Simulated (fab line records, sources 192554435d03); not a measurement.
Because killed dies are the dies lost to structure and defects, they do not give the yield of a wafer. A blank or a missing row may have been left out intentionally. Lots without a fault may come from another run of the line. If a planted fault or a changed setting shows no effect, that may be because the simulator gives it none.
Which tool was responsible? ; flow n5Finfet ; 6 lots (18 wafers sampled), 1 step of a 1938-step route

== WHAT THE GAUGES READ, wafer by wafer ==
N5_BEOL_M6_INSPECT_30: inspects for defects (brightfield).
lot;measured;on;rawDefectCount
L920;day 9 03:47;defectInspect-02;485 319 423
L921;day 9 17:08;defectInspect-01;478 395 362
L926;day 11 02:40;defectInspect-02;350 395 483
L928;day 11 09:28;defectInspect-02;444 333 277
L931;day 12 08:49;defectInspect-02;310 480 310
L937;day 13 16:55;defectInspect-02;409 358 358

== EACH LOT AND THE TOOL THAT RAN IT (in order: tool; ch and the chambers of the sampled wafers; start) ==
The record holds no process step before these readings.

== THE ANSWER, worked out from the rows above alone ==
Rule: usual is defined by the lots themselves. Put in order of their means at a reading, lots are off if they are a third of the lots or fewer, leave a main group of 4 or more, and stand apart from it by a gap of 3 or more times the standard deviation of the main group's means; of several such gaps the widest counts. The tables above print the reading to a certain number of digits; a main group whose means all agree to those digits is not used. Also off: a lot with no number at a reading for which 4 or more lots have one. Any other lot the step has rows for is counted as sound.
Across all readings shown, no lot is off: no conclusion can be drawn from this.

== WHAT WAS PUT IN BY THE SIMULATOR ==
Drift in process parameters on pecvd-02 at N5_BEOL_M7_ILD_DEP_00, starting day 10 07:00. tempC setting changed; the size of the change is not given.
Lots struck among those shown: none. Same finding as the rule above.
